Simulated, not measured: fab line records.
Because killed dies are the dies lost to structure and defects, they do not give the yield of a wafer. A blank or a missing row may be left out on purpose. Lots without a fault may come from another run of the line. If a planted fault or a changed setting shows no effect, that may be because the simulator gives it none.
Chamber matching + flow n5_finfet + N5_BEOL_M0_SAQP_SPACER2_ALD_26 on ald_sin-01: 3 sister chambers
The step deposits SiO2, target thk 15 nm, pulse time 1 s, purge time 2 s. 5 wafers are shown with their chamber, then 5 later ones without.

EACH WAFER AND ITS CHAMBER
| wafer  | chamber | heater_power_w (W) | heater_power_outer_w (W) |
|--------|---------|--------------------|--------------------------|
| L082.2 | 3       | 475                | 282                      |
| L082.4 | 2       | 457                | 283                      |
| L082.6 | 0       | 446                | 254                      |
| L083.2 | 0       | 445                | 253                      |
| L083.4 | 3       | 489                | 282                      |

WAFERS MISSING THEIR CHAMBER
| wafer  | heater_power_w (W) | heater_power_outer_w (W) |
|--------|--------------------|--------------------------|
| L083.5 | 440                | 258                      |
| L085.3 | 440                | 256                      |
| L085.5 | 470                | 275                      |
| L085.6 | 475                | 273                      |
| L095.5 | 458                | 269                      |

WHICH CHAMBER EACH WENT THROUGH
| wafer  | from the rows above     | in truth                   |
|--------|-------------------------|----------------------------|
| L083.5 | 0                       | 0                          |
| L085.3 | 0                       | 0                          |
| L085.5 | 3                       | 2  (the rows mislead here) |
| L085.6 | 3                       | 3                          |
| L095.5 | can't be placed: 3 or 2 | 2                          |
Placed correctly: 3 of 5. Unplaceable from these rows: 1, with the true chamber sitting among the candidates in 1. Placed wrongly: 1.
How it was worked out, from the rows above alone: a wafer's distance from a chamber is the root of the sum, over the readings, of the square of ((its reading less the chamber's mean) divided by the reading's scatter). If the next closest chamber is less than 2 further off than the closest, the wafer can't be placed; otherwise it belongs to the closest. A chamber's mean is the mean of its shown wafers. The scatter: the root of (the sum of the squares of (reading less its chamber's mean) over the shown wafers, divided by (wafers less chambers)).
